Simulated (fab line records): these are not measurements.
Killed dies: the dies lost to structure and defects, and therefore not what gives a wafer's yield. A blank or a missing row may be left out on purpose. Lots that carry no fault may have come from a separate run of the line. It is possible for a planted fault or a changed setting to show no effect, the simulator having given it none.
fab line records -- flow nand_harc
record: lots: 12, wafers: 36, last_day: 33
route steps=1302 shown A_CHANNEL_HOLE_D2@603 A_CHANNEL_FILL_D2@612 A_STAIRCASE@653
lots that met no fault: from a run of the same line without faults
start_h: hours from the record's first day to the start of the lot's first wafer shown -- wait_h: time in hours since the lot's previous step -- " same as the row above -- L1.1+2: a single row standing in for several wafers -- - value missing, or start not given -- * or withheld: withheld -- < > ~ a bound
route shown NAME@n: a module of which the file shows steps, and the number in the route of the first -- usual: the fault-free wafers' mean and standard deviation -- same: alike in all rows -- chamber/n: place in a boat -- sites: the reading at each site -- _std_site: the values' standard deviation -- _edge_site: outer sites' mean less inner sites' -- radius_mm: for every site, how far away it sits from the centre of the wafer -- mask NAME#n: copy n -- behind: the most recent tool/chamber to have shaped the wafer -- hold: reason for holding the lot/hours on hold/outcome of the hold -- device: names the non-switching transistor (n, p or np) -- end of line: the route-end tests of the same wafers -- a step without rows: its recipe alone -- killed: dies lost to structure and defects at the first sort, not the wafer's yield -- map: a wafer's dies, x killed, . not, _ none there
set.NAME: the setting as run; set.NAME@STEP: as run at that earlier step -- model.NAME: the simulator's own value behind a step, which no gauge read
a sample of lots followed through the steps of the route, with each step as a table and each wafer as a row
services: the hour from which a tool's chamber was out of use, counted from the record's first day as start_h (under 0 if before that day), plus the number of hours and why
== steps ==
step: NHARC_A_CHANNEL_HOLE_D2_ETCH_44
recipe: target_depth_a: 1400, overetch_a: 140, time_s: 77, ion_energy_ev: 100, cf4_flow_sccm: 80, o2_flow_sccm: 20, ar_flow_sccm: 0, rf_w: 300, bias_w: 100, chemistry: CF4/O2
usual: drypump_motor_current_A: 5.8/0.42, oes_product_au: 1.003/0.011, rf_fwd_power_W: 297.2/1.1, rf_vpp_V: 198.1/1.3, showerhead_plenum_p_Torr: 1.35/0.05, throttle_valve_pct: 13.398/0.01
lot.wafer,tool,chamber,start_h,wait_h,drypump_motor_current_A,oes_product_au,rf_fwd_power_W,rf_hours_counter_h,rf_vpp_V,showerhead_plenum_p_Torr,throttle_valve_pct
L601.4,rie_diel-11,2,298.26,0.1,5.9,1.016,294.8,2,200.3,1.43,13.419
L601.6,rie_diel-11,0,298.26,0.1,6.8,1.011,298.3,-,197.7,1.39,13.385
L601.5,rie_diel-11,1,298.26,0.1,5.9,1.021,297.8,-,197.8,1.38,13.396
L602.3,rie_diel-04,3,322.28,0.1,5.4,1.015,300.4,7,198.2,1.35,13.406
L602.4,rie_diel-04,0,322.28,0.1,5.8,0.998,295.9,7,197.2,1.34,13.400
L602.6,rie_diel-04,2,322.28,0.1,5.7,0.991,297.4,-,197.1,1.26,13.397
L606.4,rie_diel-02,3,342.05,0.0,5.1,1.010,296.8,7,198.1,1.39,13.377
L606.2,rie_diel-02,1,342.05,0.0,6.3,0.995,296.5,6,195.9,1.32,13.413
L606.5,rie_diel-02,3,342.05,0.0,5.1,0.998,296.6,-,200.4,1.39,13.394
L605.3,rie_diel-04,3,343.60,0.1,5.3,1.016,298.5,9,197.6,1.35,13.399
L605.4,rie_diel-04,0,343.60,0.1,5.8,1.015,296.6,-,197.3,1.34,13.400
L605.5,rie_diel-04,2,343.60,0.1,5.7,0.994,296.9,-,196.5,1.25,13.392
L607.3,rie_diel-04,3,347.69,0.0,5.4,1.013,297.4,9,197.9,1.35,13.393
L607.2,rie_diel-04,0,347.69,0.0,5.8,1.002,297.0,9,195.8,1.34,13.387
L607.1,rie_diel-04,2,347.69,0.0,5.7,1.001,298.6,10,195.7,1.25,13.405
L608.3,rie_diel-11,2,369.36,0.1,5.9,1.008,296.0,6,199.5,1.43,13.396
L608.1,rie_diel-11,1,369.36,0.1,5.9,1.010,297.8,7,198.1,1.38,13.400
L608.5,rie_diel-11,2,369.36,0.1,5.9,1.010,295.7,-,201.7,1.43,13.400
L611.2,rie_diel-11,0,401.83,0.0,6.8,1.006,298.1,8,198.7,1.39,13.381
L611.4,rie_diel-11,1,401.83,0.0,5.9,1.012,297.4,9,197.3,1.38,13.412
L611.6,rie_diel-11,0,401.83,0.0,6.8,0.996,297.9,-,199.9,1.39,13.386
L610.3,rie_diel-04,2,402.21,0.1,5.7,1.005,297.6,2,196.9,1.25,13.396
L610.4,rie_diel-04,0,402.21,0.1,5.8,0.990,296.4,3,198.4,1.34,13.411
L610.6,rie_diel-04,2,402.21,0.1,5.7,1.009,295.8,-,196.5,1.25,13.371
L612.2,rie_diel-04,3,406.01,0.1,5.3,1.003,299.3,3,197.4,1.35,13.397
L612.6,rie_diel-04,0,406.01,0.1,5.8,0.998,296.4,-,197.6,1.34,13.411
L612.5,rie_diel-04,1,406.01,0.1,6.2,0.975,295.7,-,198.1,1.29,13.388
L613.1,rie_diel-04,1,419.67,0.1,6.2,0.984,295.9,4,195.7,1.29,13.388
L613.2,rie_diel-04,2,419.67,0.1,5.7,1.004,297.9,4,197.3,1.25,13.381
L613.4,rie_diel-04,3,419.67,0.1,5.3,1.012,298.1,4,196.7,1.35,13.398
L623.2,rie_diel-02,3,522.28,0.1,5.2,0.984,296.2,7,199.4,1.39,13.405
L623.6,rie_diel-02,1,522.28,0.1,6.4,1.006,297.5,-,196.8,1.32,13.398
L623.5,rie_diel-02,2,522.28,0.1,5.4,1.002,296.4,-,197.6,1.37,13.376
L624.3,rie_diel-04,3,523.51,0.1,5.4,1.002,298.8,11,198.7,1.35,13.396
L624.2,rie_diel-04,1,523.51,0.1,6.2,0.993,298.0,10,197.6,1.29,13.403
L624.5,rie_diel-04,2,523.51,0.1,5.7,1.007,297.2,-,194.8,1.25,13.399
step: NHARC_A_CHANNEL_FILL_D2_ALD_02
recipe: target_thk_a: 60, pulse_time_s: 10, ald_cycles: 60, temp_c: 300, material: SiO2
usual: heater_power_w: 419/36, precursor_pulse_height_rel: 1.000/0.022
same: pulse_time_s: 10
lot.wafer,tool,chamber,start_h,wait_h,heater_power_w,precursor_pulse_height_rel
L601.4,ald_hk-03,2,300.43,-,374,1.007
L601.6,ald_hk-03,0,300.43,-,425,1.006
L601.5,ald_hk-03,1,300.43,-,463,1.007
L602.4,ald_hk-03,0,323.55,-,413,0.954
L602.3,ald_hk-03,3,323.55,-,465,1.029
L602.6,ald_hk-03,1,323.55,-,454,1.018
L606.4,ald_hk-03,0,343.39,-,413,0.957
L606.2,ald_hk-03,2,343.39,-,370,0.998
L606.5,ald_hk-03,3,343.39,-,452,1.018
L605.3,ald_hk-02,0,344.97,0.2,387,1.025
L605.4,ald_hk-02,1,344.97,0.2,438,0.956
L605.5,ald_hk-02,0,344.97,0.2,386,1.020
L607.1,ald_hk-03,0,348.94,0.1,430,0.970
L607.3,ald_hk-03,1,348.94,0.1,468,0.982
L607.2,ald_hk-03,3,348.94,0.1,463,1.000
L608.3,ald_hk-02,0,370.80,-,366,1.009
L608.1,ald_hk-02,1,370.80,-,441,1.025
L608.5,ald_hk-02,3,370.80,-,388,1.065
L611.2,ald_hk-03,3,403.13,-,456,0.985
L611.4,ald_hk-03,0,403.13,-,405,1.035
L611.6,ald_hk-03,2,403.13,-,353,1.003
L610.3,ald_hk-02,1,403.37,-,433,0.967
L610.4,ald_hk-02,3,403.37,-,380,1.014
L610.6,ald_hk-02,1,403.37,-,432,1.000
L612.2,ald_hk-02,2,407.23,-,440,1.011
L612.5,ald_hk-02,1,407.23,-,440,1.011
L612.6,ald_hk-02,2,407.23,-,428,0.981
L613.4,ald_hk-03,2,420.93,-,351,0.987
L613.1,ald_hk-03,3,420.93,-,468,1.007
L613.2,ald_hk-03,0,420.93,-,413,0.991
L623.2,ald_hk-02,1,523.66,-,438,1.007
L623.5,ald_hk-02,2,523.66,-,443,0.982
L623.6,ald_hk-02,3,523.66,-,398,1.018
L624.3,ald_hk-03,1,524.67,-,446,0.993
L624.2,ald_hk-03,3,524.67,-,461,0.952
L624.5,ald_hk-03,2,524.67,-,365,0.974
step: NHARC_A_CHANNEL_FILL_D2_RTA_24
recipe: temp_c: 1000, time_s: 5
usual: lamp_power_pct: 28.4/2.8, lamp_zone_6_pct: 28.4/2.8, wafer_temp_C_max: 1003.8/0.88
lot.wafer,tool,chamber,start_h,wait_h,lamp_power_pct,lamp_zone_6_pct,wafer_temp_C_max
L601.4,rtp_anneal-01,0,347.81,0.3,25.6,25.6,1003.2
L601.5,rtp_anneal-01,0,347.81,0.3,25.6,25.6,1006.2
L601.6,rtp_anneal-01,0,347.81,0.3,25.6,25.6,1003.8
L602.3,rtp_anneal-02,0,372.79,0.1,31.2,31.1,1002.9
L602.4,rtp_anneal-02,0,372.79,0.1,31.3,31.2,1003.5
L602.6,rtp_anneal-02,0,372.79,0.1,31.2,31.1,1003.8
L606.2,rtp_anneal-01,0,392.95,0.1,25.6,25.6,1004.7
L606.4,rtp_anneal-01,0,392.95,0.1,25.6,25.6,1004.1
L606.5,rtp_anneal-01,0,392.95,0.1,25.6,25.6,1002.5
L605.3,rtp_anneal-02,0,392.99,0.1,31.2,31.2,1003.0
L605.4,rtp_anneal-02,0,392.99,0.1,31.2,31.1,1003.8
L605.5,rtp_anneal-02,0,392.99,0.1,31.2,31.2,1003.9
L607.1,rtp_anneal-02,0,399.70,0.0,31.3,31.1,1002.1
L607.2,rtp_anneal-02,0,399.70,0.0,31.2,31.2,1003.9
L607.3,rtp_anneal-02,0,399.70,0.0,31.2,31.1,1003.7
L608.1,rtp_anneal-01,0,419.83,0.0,25.6,25.6,1004.1
L608.3,rtp_anneal-01,0,419.83,0.0,25.7,25.6,1004.0
L608.5,rtp_anneal-01,0,419.83,0.0,25.6,25.6,1003.8
L611.2,rtp_anneal-01,0,451.46,0.1,25.6,25.5,1004.5
L611.4,rtp_anneal-01,0,451.46,0.1,25.6,25.5,1003.7
L611.6,rtp_anneal-01,0,451.46,0.1,25.5,25.5,1003.5
L611.2,rtp_anneal-01,0,451.83,0.3,25.5,25.5,1004.5
L611.4,rtp_anneal-01,0,451.83,0.3,25.6,25.5,1003.3
L611.6,rtp_anneal-01,0,451.83,0.3,25.6,25.6,1003.1
L610.3,rtp_anneal-02,0,451.58,0.2,31.2,31.1,1005.1
L610.4,rtp_anneal-02,0,451.58,0.2,31.2,31.1,1003.2
L610.6,rtp_anneal-02,0,451.58,0.2,31.2,31.2,1003.3
L612.2,rtp_anneal-01,0,456.32,0.1,25.6,25.7,1002.8
L612.5,rtp_anneal-01,0,456.32,0.1,25.6,25.6,1004.6
L612.6,rtp_anneal-01,0,456.32,0.1,25.7,25.6,1003.4
L612.2,rtp_anneal-01,0,456.69,0.3,25.6,25.6,1003.8
L612.5,rtp_anneal-01,0,456.69,0.3,25.7,25.5,1004.1
L612.6,rtp_anneal-01,0,456.69,0.3,25.7,25.6,1003.8
L613.1,rtp_anneal-02,0,469.96,0.0,31.2,31.1,1003.2
L613.2,rtp_anneal-02,0,469.96,0.0,31.1,31.1,1003.0
L613.4,rtp_anneal-02,0,469.96,0.0,31.1,31.1,1004.2
L623.2,rtp_anneal-01,0,572.43,0.1,25.6,25.6,1004.1
L623.5,rtp_anneal-01,0,572.43,0.1,25.6,25.6,1003.6
L623.6,rtp_anneal-01,0,572.43,0.1,25.6,25.6,1004.4
L624.2,rtp_anneal-02,0,572.45,0.1,31.2,31.1,1002.8
L624.3,rtp_anneal-02,0,572.45,0.1,31.2,31.1,1003.0
L624.5,rtp_anneal-02,0,572.45,0.1,31.2,31.2,1002.7
step: NHARC_A_STAIRCASE_STRIP_171
recipe: power_w: 1500, temp_c: 250, chemistry: O2
usual: drypump_motor_current_A: 5.5/0.38, heater_power_w: 347/11
lot.wafer,tool,chamber,start_h,wait_h,drypump_motor_current_A,heater_power_w,rf_hours_counter_h
L601.4,plasma_asher-02,0,349.58,-,5.8,341,-
L601.6,plasma_asher-02,1,349.58,-,6.1,360,-
L601.5,plasma_asher-02,0,349.58,-,5.8,350,-
L602.4,plasma_asher-01,0,374.48,-,5.0,356,-
L602.3,plasma_asher-01,1,374.48,-,5.5,336,-
L602.6,plasma_asher-01,0,374.48,-,5.0,363,-
L606.2,plasma_asher-02,0,394.64,-,5.8,347,27
L606.4,plasma_asher-02,0,394.64,-,5.8,343,-
L606.5,plasma_asher-02,0,394.64,-,5.8,352,-
L605.3,plasma_asher-01,1,394.84,-,5.5,343,-
L605.4,plasma_asher-01,0,394.84,-,5.0,363,-
L605.5,plasma_asher-01,0,394.84,-,5.0,358,-
L607.1,plasma_asher-01,1,401.26,-,5.5,342,11
L607.2,plasma_asher-01,0,401.26,-,5.0,364,11
L607.3,plasma_asher-01,1,401.26,-,5.5,345,-
L608.1,plasma_asher-01,0,421.50,-,5.0,356,14
L608.3,plasma_asher-01,1,421.50,-,5.5,329,-
L608.5,plasma_asher-01,0,421.50,-,5.0,351,-
L611.2,plasma_asher-02,0,453.61,-,5.8,329,2
L611.4,plasma_asher-02,1,453.61,-,6.1,344,-
L611.6,plasma_asher-02,1,453.61,-,6.1,341,-
L610.4,plasma_asher-01,0,453.84,-,5.1,361,-
L610.3,plasma_asher-01,1,453.84,-,5.5,348,-
L610.6,plasma_asher-01,0,453.84,-,5.0,364,-
L612.2,plasma_asher-01,1,458.16,-,5.5,348,23
L612.5,plasma_asher-01,0,458.16,-,5.0,362,-
L612.6,plasma_asher-01,1,458.16,-,5.5,339,-
L613.2,plasma_asher-01,1,471.56,-,5.5,352,26
L613.1,plasma_asher-01,0,471.56,-,5.0,364,26
L613.4,plasma_asher-01,0,471.56,-,5.0,357,-
L623.2,plasma_asher-02,0,573.95,-,5.8,326,27
L623.5,plasma_asher-02,1,573.95,-,6.1,355,-
L623.6,plasma_asher-02,0,573.95,-,5.8,331,-
L624.2,plasma_asher-01,1,574.18,-,5.5,340,9
L624.3,plasma_asher-01,1,574.18,-,5.5,332,-
L624.5,plasma_asher-01,0,574.18,-,5.0,356,-
== services ==
tool,chamber,start_h,hours,kind
rie_diel-04,3,323.75,3.1,repair
rie_diel-04,1,340.13,6.8,repair
plasma_asher-01,-,342.04,9.0,pm
ald_hk-02,-,350.27,10.0,pm
rie_diel-04,-,354.97,9.0,pm
rie_diel-11,0,365.98,6.8,repair
rtp_anneal-01,-,372.09,12.0,pm
rie_diel-11,-,380.82,1.1,repair
rie_diel-04,3,384.00,6.2,repair
rie_diel-04,-,387.22,0.5,repair
ald_hk-03,-,391.36,10.0,pm
ald_hk-02,-,396.91,1.1,repair
rie_diel-11,-,410.55,0.9,repair
rie_diel-11,0,422.80,4.3,repair
plasma_asher-02,-,426.00,9.0,pm
rie_diel-04,3,441.13,3.1,repair
rie_diel-04,1,457.37,7.6,repair
plasma_asher-01,-,519.04,9.0,pm
ald_hk-02,-,528.77,10.0,pm
rie_diel-04,-,531.97,9.0,pm
rie_diel-04,-,544.41,2.6,repair
plasma_asher-02,-,544.65,2.8,repair
ald_hk-03,-,569.36,10.0,pm
rie_diel-04,-,572.88,0.6,repair
== key ==
first_sign: step: NHARC_A_CHANNEL_FILL_D2_RTA_24, reading: visit, direction: added
effect none on later readings
met_at NHARC_A_CHANNEL_FILL_D2_RTA_24
struck_lots L611,L612
tester_left_out L611,L612
not_acting_at NHARC_A_CHANNEL_HOLE_D2_ETCH_44,NHARC_A_CHANNEL_FILL_D2_ALD_02,NHARC_A_STAIRCASE_STRIP_171
fault: kind: repeated_step_whole, tool: rtp_anneal-01,rtp_anneal-02, chamber: -, onset_h: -, steps: NHARC_A_CHANNEL_FILL_D2_RTA_24, times: 1, scope: struck_lots_only
tester_left_out: of these lots the tester's yield and bins aren't shown, on N5 and GAA mostly nor the transistor test; their killed dies are dies lost to structure and defects alone, not to doping, threshold or leakage, so they don't give the yield
